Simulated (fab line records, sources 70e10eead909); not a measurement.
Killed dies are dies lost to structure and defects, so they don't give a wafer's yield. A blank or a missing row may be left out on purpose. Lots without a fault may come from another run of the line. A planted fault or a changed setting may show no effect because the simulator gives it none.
fab line records | flow nand_harc
record lots=6 wafers=18 last_day=25
route steps=1159 shown A_SOURCE_PLATE@420 A_ONON_D1@424 END@1159
lots that met no fault: from a run of the same line without faults
start_h: hours from the record's first day to the start of the lot's first wafer shown | wait_h: hours since the lot's step before | " the same as in the row above | L1.1+2: a row that stands for several wafers | - no value, or no start given | * or withheld: withheld | < > ~ a bound
route shown NAME@n: a module of which the file shows steps, and the number in the route of the first | usual: mean/standard deviation of fault-free wafers | same: alike in all rows | chamber/n: place in a boat | sites: the reading at each site | _std_site: their standard deviation | _edge_site: outer sites' mean less inner sites' | radius_mm: how far each site lies from the wafer's centre | mask NAME#n: copy n | behind: the tool/chamber that last shaped the wafer | hold: why the lot was held/for how many hours/how that ended | device: the transistor (n, p or np) that didn't switch | end of line: the same wafers' tests at the end of the route | a step without rows: its recipe alone | killed: dies lost to structure and defects at the first sort, not the wafer's yield | map: a wafer's dies, x killed, . not, _ none there
set.NAME: the setting as run; set.NAME@STEP: as run at that earlier step | model.NAME: the simulator's own value behind a step, which no gauge read
lots at some steps of the route; a table a step, a row a wafer
services: from which hour (start_h, from the record's first day; less than 0 if before it) a tool's chamber was out of use, for how many hours, and why
## steps
# step NHARC_A_SOURCE_PLATE_THK_MEAS_06
# recipe thk_meas_gauge=ellipsometry
# usual thk_nm=200.5/2.2
# columns lot.wafer tool chamber start_h wait_h thk_nm
L919.3 film_metro-01 - 210.19 0.4 199.0
L919.4 " - " " 197.1
L919.6 " - " " 197.2
L924.2 film_metro-01 - 233.42 0.4 203.2
L924.4 " - " " 201.1
L924.6 " - " " 201.1
L927.2 film_metro-02 - 251.56 0.4 199.0
L927.3 " - " " 199.4
L927.5 " - " " 196.6
L928.4 film_metro-02 - 259.30 0.4 200.3
L928.5 " - " " 201.6
L928.6 " - " " 200.4
L933.3 film_metro-02 - 282.70 0.4 199.0
L933.4 " - " " 201.4
L933.5 " - " " 200.0
L934.1 film_metro-01 - 291.94 0.4 198.9
L934.2 " - " " 199.0
L934.5 " - " " 199.2
# step NHARC_A_SOURCE_PLATE_INSPECT_08
# usual raw_defect_count=61/25
# columns lot.wafer tool chamber start_h wait_h raw_defect_count
L919.3 defect_inspect-01 - 210.25 0.0 48
L919.4 " - " " 65
L919.6 " - " " 47
L924.2 defect_inspect-02 - 233.49 0.0 58
L924.4 " - " " 54
L924.6 " - " " 40
L927.2 defect_inspect-02 - 251.62 0.0 120
L927.3 " - " " 94
L927.5 " - " " 72
L928.4 defect_inspect-01 - 259.37 0.0 78
L928.5 " - " " 74
L928.6 " - " " 56
L933.3 defect_inspect-01 - 282.77 0.0 57
L933.4 " - " " 72
L933.5 " - " " 160
L934.1 defect_inspect-01 - 292.04 0.0 63
L934.2 " - " " 63
L934.5 " - " " 92
# step NHARC_A_ONON_D1_DEP_00
# recipe target_thk_a=10000 n2_flow_sccm=2750 n2o_flow_sccm=2000 nh3_flow_sccm=500 sih4_flow_sccm=210 temp_c=400
# step NHARC_A_ONON_D1_THK_MEAS_02
# recipe thk_meas_gauge=ellipsometry
# usual thk_nm=1001/9.7
# columns lot.wafer tool chamber start_h wait_h thk_nm
L919.3 film_metro-02 - 210.82 - 999
L919.4 " - " " 1001
L919.6 " - " " 999
L924.2 film_metro-02 - 234.07 - 1002
L924.4 " - " " 998
L924.6 " - " " 998
L927.2 film_metro-01 - 252.20 - 1010
L927.3 " - " " 1010
L927.5 " - " " 1010
L928.4 film_metro-01 - 259.94 - 995
L928.5 " - " " 996
L928.6 " - " " 996
L933.3 film_metro-01 - 283.34 - 989
L933.4 " - " " 989
L933.5 " - " " 990
L934.1 film_metro-02 - 292.62 - 1002
L934.2 " - " " 1001
L934.5 " - " " 1002
# step NHARC_A_ONON_D1_DEP_03
# recipe target_thk_a=10000 n2_flow_sccm=2750 n2o_flow_sccm=2000 nh3_flow_sccm=500 sih4_flow_sccm=210 temp_c=400
# step NHARC_A_ONON_D1_THK_MEAS_05
# recipe thk_meas_gauge=ellipsometry
# usual thk_nm=1002/11
# columns lot.wafer tool chamber start_h wait_h thk_nm
L919.3 film_metro-01 - 211.53 - 1001
L919.4 " - " " 1000
L919.6 " - " " 998
L924.2 film_metro-02 - 234.63 - 1005
L924.4 " - " " 1006
L924.6 " - " " 1005
L927.2 film_metro-01 - 252.76 - 1019
L927.3 " - " " 1020
L927.5 " - " " 1020
L928.4 film_metro-01 - 260.51 - 1004
L928.5 " - " " 1003
L928.6 " - " " 1005
L933.3 film_metro-02 - 283.91 - 1004
L933.4 " - " " 1005
L933.5 " - " " 1006
L934.1 film_metro-02 - 293.18 - 990
L934.2 " - " " 989
L934.5 " - " " 989
# step NHARC_A_ONON_D1_DEP_06
# recipe target_thk_a=10000 n2_flow_sccm=2750 n2o_flow_sccm=2000 nh3_flow_sccm=500 sih4_flow_sccm=210 temp_c=400
# step NHARC_A_ONON_D1_THK_MEAS_08
# recipe thk_meas_gauge=ellipsometry
# usual thk_nm=1000/7.8
# columns lot.wafer tool chamber start_h wait_h thk_nm
L919.3 film_metro-02 - 212.10 - 1016
L919.4 " - " " 1016
L919.6 " - " " 1018
L924.2 film_metro-02 - 235.20 - 992
L924.4 " - " " 991
L924.6 " - " " 993
L927.2 film_metro-02 - 253.35 - 1008
L927.3 " - " " 1009
L927.5 " - " " 1007
L928.4 film_metro-01 - 261.08 - 1003
L928.5 " - " " 1003
L928.6 " - " " 1004
L933.3 film_metro-02 - 284.47 - 994
L933.4 " - " " 994
L933.5 " - " " 994
L934.1 film_metro-01 - 293.75 - 1002
L934.2 " - " " 1001
L934.5 " - " " 1000
# step NHARC_A_ONON_D1_DEP_09
# recipe target_thk_a=10000 n2_flow_sccm=2750 n2o_flow_sccm=2000 nh3_flow_sccm=500 sih4_flow_sccm=210 temp_c=400
# step NHARC_A_ONON_D1_THK_MEAS_11
# recipe thk_meas_gauge=ellipsometry
# usual thk_nm=998/9
# columns lot.wafer tool chamber start_h wait_h thk_nm
L919.3 film_metro-02 - 212.66 - 1005
L919.4 " - " " 1003
L919.6 " - " " 1005
L924.2 film_metro-01 - 235.77 - 1011
L924.4 " - " " 1008
L924.6 " - " " 1008
L927.2 film_metro-02 - 253.92 - 998
L927.3 " - " " 994
L927.5 " - " " 995
L928.4 film_metro-02 - 261.65 - 995
L928.5 " - " " 995
L928.6 " - " " 997
L933.3 film_metro-01 - 285.34 - 987
L933.4 " - " " 985
L933.5 " - " " 985
L934.1 film_metro-02 - 294.31 - 998
L934.2 " - " " 996
L934.5 " - " " 997
# step NHARC_A_ONON_D1_DEP_12
# recipe target_thk_a=10000 n2_flow_sccm=2750 n2o_flow_sccm=2000 nh3_flow_sccm=500 sih4_flow_sccm=210 temp_c=400
# columns lot.wafer tool chamber start_h wait_h
L919.3+4+6 pecvd_onon-03 0 212.87 0.2
L924.2+4+6 pecvd_onon-02 0 235.88 0.1
L927.2+3+5 pecvd_onon-02 0 254.04 0.1
L928.4+5+6 pecvd_onon-02 0 261.87 0.2
L933.3+4+5 pecvd_onon-01 0 285.51 0.2
L934.1+2+5 pecvd_onon-03 0 294.37 0.1
# step NHARC_A_ONON_D1_THK_MEAS_14
# recipe thk_meas_gauge=ellipsometry
# usual thk_nm=1004/11
# columns lot.wafer tool chamber start_h wait_h hold thk_nm
L919.3 film_metro-02 - 213.26 - - 998
L919.4 " - " " - 997
L919.6 " - " " - 999
L924.2 film_metro-02 - 236.33 - - 1019
L924.4 " - " " - 1020
L924.6 " - " " - 1021
L927.2 film_metro-02 - 254.52 - await_dispo/0.2h/release 1023
L927.3 " - " " await_dispo/0.2h/release 1626
L927.5 " - " " await_dispo/0.2h/release 1025
L927.2 film_metro-02 - 254.69 0.2 - 1024
L927.3 " - " " - 1626
L927.5 " - " " - 1023
L928.4 film_metro-02 - 262.21 - await_dispo/0.2h/release 1013
L928.5 " - " " await_dispo/0.2h/release 1012
L928.6 " - " " await_dispo/0.2h/release 1615
L928.4 film_metro-02 - 262.38 0.2 - 1014
L928.5 " - " " - 1012
L928.6 " - " " - 1616
L933.3 film_metro-02 - 285.91 - - 995
L933.4 " - " " - 994
L933.5 " - " " - 995
L934.1 film_metro-01 - 294.88 - - 998
L934.2 " - " " - 999
L934.5 " - " " - 998
# step NHARC_END_SORT_01
# recipe temp_c=25
# usual killed_at_array=26/9.1 killed_at_other=0.7/0.9 killed_at_periphery=3.6/2.8 killed_dies=30/9.2 killed_open=3.0/1.9 killed_short=2.0/1.4
# same gross_dies=677
# columns lot.wafer tool chamber start_h wait_h hold killed_at_array killed_at_other killed_at_periphery killed_dies killed_open killed_short
L919.3 prober-01 0 498.83 3.1 - 22 2 1 25 3 0
L919.4 prober-01 0 499.63 3.4 - 35 1 3 39 2 1
L919.6 prober-01 0 501.22 4.0 - 27 0 3 30 1 0
L924.2 prober-02 0 513.20 2.8 - 33 0 2 35 4 2
L924.4 prober-02 0 514.85 3.5 - 28 0 2 30 2 1
L924.6 prober-02 0 516.49 4.1 - 29 0 3 32 1 0
L927.2 prober-01 0 554.74 2.8 await_dispo/3.8h/release 24 4 8 36 4 2
L927.3 prober-01 0 555.53 3.1 await_dispo/3.8h/release 662 1 14 677 2 4
L927.5 prober-01 0 557.12 3.7 await_dispo/3.8h/release 28 0 10 38 2 2
L928.4 prober-02 0 556.29 3.4 await_dispo/5.1h/release 25 1 6 32 2 1
L928.5 prober-02 0 557.07 3.7 await_dispo/5.1h/release 35 1 5 41 7 3
L928.6 prober-02 0 557.86 3.9 await_dispo/5.1h/release 675 1 1 677 3 1
# killed by level:class
L919.3 A_CHANNEL_HOLE_D1:chamber_film_flake=17 A_CONTACT:chamber_film_flake=2 THIN_TSV:chamber_film_flake=2 P_M0:geometric_particle:open=1 A_SOURCE_PLATE:geometric_particle:open=1 A_CHANNEL_FILL_D1:geometric_particle:open=1 A_STAIRCASE:chamber_film_flake=1
L919.4 A_CHANNEL_HOLE_D1:chamber_film_flake=21 A_STAIRCASE:chamber_film_flake=5 A_CONTACT:chamber_film_flake=4 P_GATE:chamber_film_flake=3 A_ONON_D1:geometric_particle:short=1 A_SGD_CUT:geometric_particle:open=1 A_WL_FILL:geometric_particle:open=1 A_ZERO_WELL:chamber_film_flake=1
L919.6 A_CHANNEL_HOLE_D1:chamber_film_flake=14 A_CONTACT:chamber_film_flake=7 A_STAIRCASE:chamber_film_flake=4 P_GATE:chamber_film_flake=3 A_CHANNEL_FILL_D1:geometric_particle:open=1 A_WL_FILL:chamber_film_flake=1
L924.2 A_CHANNEL_HOLE_D1:chamber_film_flake=20 A_CONTACT:chamber_film_flake=5 A_STAIRCASE:chamber_film_flake=2 P_STI:geometric_particle:open=1 P_M2:geometric_particle:open=1 A_SOURCE_PLATE:geometric_particle:open=1 A_SOURCE_PLATE:geometric_particle:short=1 A_CHANNEL_FILL_D1:geometric_particle:short=1
L924.4 A_CHANNEL_HOLE_D1:chamber_film_flake=12 A_CONTACT:chamber_film_flake=9 A_STAIRCASE:chamber_film_flake=3 P_GATE:geometric_particle:open=1 A_SOURCE_PLATE:geometric_particle:open=1 A_CONTACT:geometric_particle:short=1 P_GATE:chamber_film_flake=1 A_WL_FILL:chamber_film_flake=1
L924.6 A_CHANNEL_HOLE_D1:chamber_film_flake=16 A_CONTACT:chamber_film_flake=8 A_STAIRCASE:chamber_film_flake=4 P_GATE:chamber_film_flake=2 A_WL_FILL:geometric_particle:open=1 P_ZERO_WELL:chamber_film_flake=1
L927.2 A_SLIT:chamber_film_flake=10 P_ZERO_WELL:chamber_film_flake=6 A_CONTACT:chamber_film_flake=4 A_CHANNEL_FILL_D1:chamber_film_flake=3 THIN_TSV:chamber_film_flake=3 A_CHANNEL_HOLE_D1:chamber_film_flake=2 P_M2:geometric_particle:short=1 A_ONON_D1:geometric_particle:short=1
L927.3 A_ONON_D1:area_dep=629 A_SLIT:chamber_film_flake=17 A_CHANNEL_HOLE_D1:chamber_film_flake=7 P_BONDPAD:chamber_film_flake=6 P_M1:chamber_film_flake=4 P_ZERO_WELL:chamber_film_flake=3 A_CONTACT:chamber_film_flake=3 P_GATE:geometric_particle:short=1
L928.4 A_SLIT:chamber_film_flake=12 A_CHANNEL_HOLE_D1:chamber_film_flake=7 P_GATE:chamber_film_flake=4 A_CONTACT:chamber_film_flake=3 A_ONON_D1:geometric_particle:open=1 A_CHANNEL_FILL_D1:geometric_particle:short=1 A_CONTACT:geometric_particle:open=1 P_STI:chamber_film_flake=1
L928.5 A_SLIT:chamber_film_flake=15 A_CONTACT:chamber_film_flake=8 A_CHANNEL_HOLE_D1:chamber_film_flake=4 A_CHANNEL_FILL_D1:geometric_particle:open=2 A_CONTACT:geometric_particle:open=2 P_GATE:chamber_film_flake=2 P_M1:geometric_particle:short=1 A_SLIT:geometric_particle:open=1
L927.5 A_SLIT:chamber_film_flake=12 A_CHANNEL_HOLE_D1:chamber_film_flake=6 P_BONDPAD:chamber_film_flake=5 P_ZERO_WELL:chamber_film_flake=4 A_CONTACT:chamber_film_flake=3 A_CONTACT:geometric_particle:open=2 A_WL_FILL:chamber_film_flake=2 P_M0:geometric_particle:short=1
L928.6 A_ONON_D1:area_dep=647 A_SLIT:chamber_film_flake=15 A_CONTACT:chamber_film_flake=6 A_CHANNEL_HOLE_D1:chamber_film_flake=4 A_CHANNEL_FILL_D1:geometric_particle:open=1 A_WL_FILL:geometric_particle:open=1 A_CONTACT:geometric_particle:short=1 THIN_TSV:geometric_particle:open=1
# map L927.3 (x killed, . not)
____________x____________
_________xxxxxxx_________
_______xxxxxxxxxxx_______
______xxxxxxxxxxxxx______
_____xxxxxxxxxxxxxxx_____
____xxxxxxxxxxxxxxxxx____
____xxxxxxxxxxxxxxxxx____
___xxxxxxxxxxxxxxxxxxx___
___xxxxxxxxxxxxxxxxxxx___
__xxxxxxxxxxxxxxxxxxxxx__
__xxxxxxxxxxxxxxxxxxxxx__
_xxxxxxxxxxxxxxxxxxxxxxx_
_xxxxxxxxxxxxxxxxxxxxxxx_
_xxxxxxxxxxxxxxxxxxxxxxx_
_xxxxxxxxxxxxxxxxxxxxxxx_
_xxxxxxxxxxxxxxxxxxxxxxx_
xxxxxxxxxxxxxxxxxxxxxxxxx
xxxxxxxxxxxxxxxxxxxxxxxxx
xxxxxxxxxxxxxxxxxxxxxxxxx
xxxxxxxxxxxxxxxxxxxxxxxxx
xxxxxxxxxxxxxxxxxxxxxxxxx
_xxxxxxxxxxxxxxxxxxxxxxx_
_xxxxxxxxxxxxxxxxxxxxxxx_
_xxxxxxxxxxxxxxxxxxxxxxx_
_xxxxxxxxxxxxxxxxxxxxxxx_
_xxxxxxxxxxxxxxxxxxxxxxx_
__xxxxxxxxxxxxxxxxxxxxx__
__xxxxxxxxxxxxxxxxxxxxx__
___xxxxxxxxxxxxxxxxxxx___
___xxxxxxxxxxxxxxxxxxx___
____xxxxxxxxxxxxxxxxx____
____xxxxxxxxxxxxxxxxx____
_____xxxxxxxxxxxxxxx_____
______xxxxxxxxxxxxx______
_______xxxxxxxxxxx_______
_________xxxxxxx_________
____________x____________
# map L928.6 (x killed, . not)
____________x____________
_________xxxxxxx_________
_______xxxxxxxxxxx_______
______xxxxxxxxxxxxx______
_____xxxxxxxxxxxxxxx_____
____xxxxxxxxxxxxxxxxx____
____xxxxxxxxxxxxxxxxx____
___xxxxxxxxxxxxxxxxxxx___
___xxxxxxxxxxxxxxxxxxx___
__xxxxxxxxxxxxxxxxxxxxx__
__xxxxxxxxxxxxxxxxxxxxx__
_xxxxxxxxxxxxxxxxxxxxxxx_
_xxxxxxxxxxxxxxxxxxxxxxx_
_xxxxxxxxxxxxxxxxxxxxxxx_
_xxxxxxxxxxxxxxxxxxxxxxx_
_xxxxxxxxxxxxxxxxxxxxxxx_
xxxxxxxxxxxxxxxxxxxxxxxxx
xxxxxxxxxxxxxxxxxxxxxxxxx
xxxxxxxxxxxxxxxxxxxxxxxxx
xxxxxxxxxxxxxxxxxxxxxxxxx
xxxxxxxxxxxxxxxxxxxxxxxxx
_xxxxxxxxxxxxxxxxxxxxxxx_
_xxxxxxxxxxxxxxxxxxxxxxx_
_xxxxxxxxxxxxxxxxxxxxxxx_
_xxxxxxxxxxxxxxxxxxxxxxx_
_xxxxxxxxxxxxxxxxxxxxxxx_
__xxxxxxxxxxxxxxxxxxxxx__
__xxxxxxxxxxxxxxxxxxxxx__
___xxxxxxxxxxxxxxxxxxx___
___xxxxxxxxxxxxxxxxxxx___
____xxxxxxxxxxxxxxxxx____
____xxxxxxxxxxxxxxxxx____
_____xxxxxxxxxxxxxxx_____
______xxxxxxxxxxxxx______
_______xxxxxxxxxxx_______
_________xxxxxxx_________
____________x____________
## services
# columns tool chamber start_h hours kind
pecvd_onon-01 - 195.00 13.0 pm
pecvd_onon-02 - 207.52 1.5 repair
pecvd_onon-02 - 292.10 13.0 pm
## key
first_sign step=NHARC_A_ONON_D1_THK_MEAS_14 reading=visit direction=added
effect step=NHARC_A_ONON_D1_THK_MEAS_14 reading=thk_nm direction=up sigmas=57 usual=1004 struck=1621
effect step=NHARC_END_SORT_01 reading=killed_at_array direction=up sigmas=70 usual=26 struck=668
more_kills_born_at NHARC_A_ONON_D1_DEP_12@pecvd_onon-02=1276
met_at NHARC_A_ONON_D1_DEP_12
struck_wafers L927.3,L928.6
later_rows_left_out L927.3,L928.6
tester_left_out L927,L928
onset_between 235.88 254.04
fault kind=process_parameter_drift tool=pecvd_onon-02 chamber=- onset_h=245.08 steps=NHARC_A_ONON_D1_DEP_12 channel=target_thk_a offset=* shape=step end_h=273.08 scope=struck_wafers_only acts_in=* stated=*
# tester_left_out: of these lots the tester's yield and bins aren't shown, on N5 and GAA mostly nor the transistor test; their killed dies are dies lost to structure and defects alone, not to doping, threshold or leakage, so they don't give the yield
# later_rows_left_out: the simulator's readings of these wafers behind a module that went badly wrong aren't trusted and aren't shown, but for the sort
